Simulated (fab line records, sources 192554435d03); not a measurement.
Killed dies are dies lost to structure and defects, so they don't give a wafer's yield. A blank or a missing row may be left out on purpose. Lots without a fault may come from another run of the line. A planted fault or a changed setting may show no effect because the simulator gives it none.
Which tool did it? | flow n5_finfet | 6 lots, 17 wafers sampled, at 5 steps of a route of 1938

WHAT THE GAUGES READ, wafer by wafer
N5_HKMG_FIN_CD_MEAS_12: target cd 92.8 nm.
lot  | measured    | on        | cd_nm (nm)
L538 | day 4 14:40 | cd_sem-03 | 92.9 91.9 92.6
L542 | day 5 14:29 | cd_sem-01 | 104.1 104.6 103.8
L551 | day 7 20:50 | cd_sem-02 | 93.1 93.7 93.6
L553 | day 8 06:59 | cd_sem-02 | 93.3 93.6 93.3
L557 | day 9 14:50 | cd_sem-03 | 93.4 92.9 93.1
L558 | day 9 23:59 | cd_sem-03 | 92.1 91.6

WHICH TOOL RAN EACH LOT (tool, then ch and the chambers of the sampled wafers, then the start)
lot  | N5_HKMG_FIN_ETCH_54               | N5_HKMG_FIN_ALD_79                 | N5_HKMG_FIN_PWFM_ALD_03            | N5_HKMG_FIN_EXPOSE_09
L538 | rie_diel-05 ch 1,2,3, day 4 11:28 | ald_metal-04 ch 1,2,3, day 4 12:48 | ald_metal-01 ch 0,1,3, day 4 13:58 | arfi_scanner-02 ch 0, day 4 14:33
L542 | rie_diel-06 ch 0,1, day 5 11:20   | ald_metal-03 ch 0,1, day 5 12:40   | ald_metal-04 ch 1,3, day 5 13:46   | arfi_scanner-02 ch 0, day 5 14:22
L551 | rie_diel-06 ch 1,2,3, day 7 17:43 | ald_metal-03 ch 1,2,3, day 7 19:02 | ald_metal-03 ch 0,1,2, day 7 20:07 | arfi_scanner-01 ch 0, day 7 20:43
L553 | rie_diel-01 ch 0,1,2, day 8 03:43 | ald_metal-04 ch 0,2,3, day 8 05:03 | ald_metal-01 ch 2,3, day 8 06:16   | arfi_scanner-01 ch 0, day 8 06:52
L557 | rie_diel-06 ch 0,1,2, day 9 11:43 | ald_metal-04 ch 0,1,3, day 9 13:03 | ald_metal-04 ch 0,2, day 9 14:08   | arfi_scanner-01 ch 0, day 9 14:43
L558 | rie_diel-01 ch 1,2, day 9 20:48   | ald_metal-01 ch 2,3, day 9 22:08   | ald_metal-01 ch 2, day 9 23:16     | arfi_scanner-01 ch 0, day 9 23:53
- N5_HKMG_FIN_ETCH_54: etches SiARC in CF4, target depth 45.5 nm, time 75.8 s.
- N5_HKMG_FIN_ALD_79: deposits TiN, target thk 1.5 nm, pulse time 1 s, purge time 3 s.
- N5_HKMG_FIN_PWFM_ALD_03: deposits TiN, target thk 2 nm, pulse time 1 s, purge time 3 s.
- N5_HKMG_FIN_EXPOSE_09: exposes mask NWFM.

THE ANSWER, worked out from the rows above alone
Rule: what is usual is taken from the lots themselves. Put in order of their means at a reading, lots are off if they are a third of the lots or fewer, leave a main group of 4 or more, and stand apart from it by a gap of 3 or more times the standard deviation of the main group's means; of several such gaps the widest counts. A main group whose means are all the same, to the digits that the tables above print for the reading, isn't used. A lot without any number at a reading at which 4 lots or more have one is off too. The other lots that the step has rows for count as sound.
Off: L542, at N5_HKMG_FIN_CD_MEAS_12 (cd_nm). The main group: mean 92.9 nm, standard deviation 0.62.
A tool fits if, at a process step before that reading, it ran every lot that is off, and no sound lot after the first of them. The gauges at N5_HKMG_FIN_CD_MEAS_12 are tried like those tools. Can't be told from this: 2 tools fit, arfi_scanner-02 at N5_HKMG_FIN_EXPOSE_09, cd_sem-01 at N5_HKMG_FIN_CD_MEAS_12.

WHAT THE SIMULATOR HAD PUT IN
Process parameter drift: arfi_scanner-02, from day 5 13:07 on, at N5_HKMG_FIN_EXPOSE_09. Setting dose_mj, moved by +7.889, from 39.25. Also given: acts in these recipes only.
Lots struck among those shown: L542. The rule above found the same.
